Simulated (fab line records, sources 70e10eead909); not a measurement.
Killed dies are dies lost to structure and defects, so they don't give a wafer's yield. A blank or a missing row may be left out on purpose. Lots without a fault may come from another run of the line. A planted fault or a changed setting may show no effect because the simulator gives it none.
A struck lot beside a sound one | flow nand_harc | 15 steps out of a route of 1159
Sound: wafers L268.1, L268.2, L268.3. Struck: wafers L276.1, L276.2, L276.6. The cause comes at the end.
At each step with rows: each side's tool, then ch and its chambers, then its first start. Under that, the readings that differ: sound wafers | struck wafers | difference of the means | sigmas: that difference in standard deviations of wafers without a fault.
alike: readings whose means differ by less than 2 such deviations, and words and numbers that are the same on both sides. not compared: withheld readings, readings that some wafer has no value for, bounds like >300 that may hide the same value, and numbers for which the record gives no deviation and whose values overlap.
The two part at a step that has a row with sigmas, a row that says differs or no value, or rows on one side only. Numbers that don't overlap but have no deviation are shown without sigmas and don't part them. A reading that every wafer of one side lacks parts them only if that side has two wafers or more.

NHARC_A_BLC_INSPECT_12:
  sound on defect_inspect-01, day 18 14:22; struck on defect_inspect-02, day 20 05:54
  alike: raw_defect_count
NHARC_A_BLC_DESCUM_15: chemistry O2, time 3 s.
  sound on rie_diel-08 ch 0,1,2, day 18 14:25; struck on rie_diel-03 ch 0,2,3, day 20 05:59
  alike: chamber_pressure_mTorr, drypump_motor_current_A, oes_product_au, rf_vpp_V, showerhead_plenum_p_Torr, throttle_valve_pct
  not compared: rf_hours_counter_h
NHARC_A_BLC_ETCH_16: etches the open film in CF4, target depth 39 nm, time 65 s.
  sound on rie_diel-08 ch 0,2,3, day 18 14:31; struck on rie_diel-03 ch 0,2, day 20 06:03
  alike: bias_w, chamber_pressure_mTorr, drypump_motor_current_A, oes_product_au, rf_vpp_V, showerhead_plenum_p_Torr, throttle_valve_pct
  not compared: rf_hours_counter_h
then, 1 step without rows for these wafers: NHARC_A_BLC_ETCH_17 (etches the open film in N2/H2, target depth 390 nm, time 609.38 s).
NHARC_A_BLC_ETCH_18: etches the open film in C4F8/O2/Ar, target depth 910 nm.
  sound on rie_diel-08 ch 0,1,2; struck on rie_diel-03 ch 0,1
  reading               | sound             | struck            | difference | sigmas
  oes_product_au (a.u.) | 0.937 0.920 0.925 | 0.981 0.955 0.969 | +0.041     | +2
  alike: bias_w, chamber_pressure_mTorr, rf_vpp_V
  not compared: rf_hours_counter_h
NHARC_A_BLC_CD_MEAS_19:
  sound on cd_sem-02, day 18 15:23; struck on cd_sem-03, day 20 06:55
  alike: cd_nm
then, 3 steps without rows for these wafers: NHARC_A_BLC_STRIP_29 (strips in CF4); NHARC_A_BLC_STRIP_21 (strips in O2); NHARC_A_BLC_STRIP_22 (strips in post etch residue remover, time 600 s).
NHARC_A_BLC_DEGAS_30: time 60 s.
  sound on pvd_sputter-03, day 18 16:01; struck on pvd_sputter-03, day 20 07:34
  alike: heater_power_w
then, 2 steps without rows for these wafers: NHARC_A_BLC_PRE_CLEAN_31 (time 15 s); NHARC_A_BLC_PVD_32 (deposits Ti, target thk 5 nm, time 17.7 s).
NHARC_A_BLC_ALD_23: deposits TiN, target thk 3 nm, pulse time 1 s, ald cycles 150.
  sound on ald_metal-02 ch 0,2,3, day 18 16:15; struck on ald_metal-03 ch 0,3, day 20 07:48
  no value came back on the struck wafers for ald_cycles, heater_power_outer_w (W), heater_power_w (W), precursor_pulse_height_rel; on the sound wafers ald_cycles reads 150 150 150
NHARC_A_BLC_CVD_24: deposits W, target thk 150 nm, time 434 s.
  sound on cvd_w-02 ch 0,1; struck on cvd_w-02 ch 0,1
  alike: heater_power_w, throttle_valve_pct
NHARC_END_SORT_01:
  sound on prober-02 ch 0, day 20 21:55; struck on prober-02 ch 0, day 22 05:07
  reading         | sound    | struck      | difference | sigmas
  killed_at_array | 17 16 17 | 677 675 674 | +659       | +66
  killed_dies     | 20 18 19 | 677 677 677 | +658       | +66
  alike: killed_at_other, killed_at_periphery, killed_open, killed_short

WHERE THEY PART
First at NHARC_A_BLC_ETCH_18; last, within this record, at NHARC_END_SORT_01.

WHY: what the simulator had put in
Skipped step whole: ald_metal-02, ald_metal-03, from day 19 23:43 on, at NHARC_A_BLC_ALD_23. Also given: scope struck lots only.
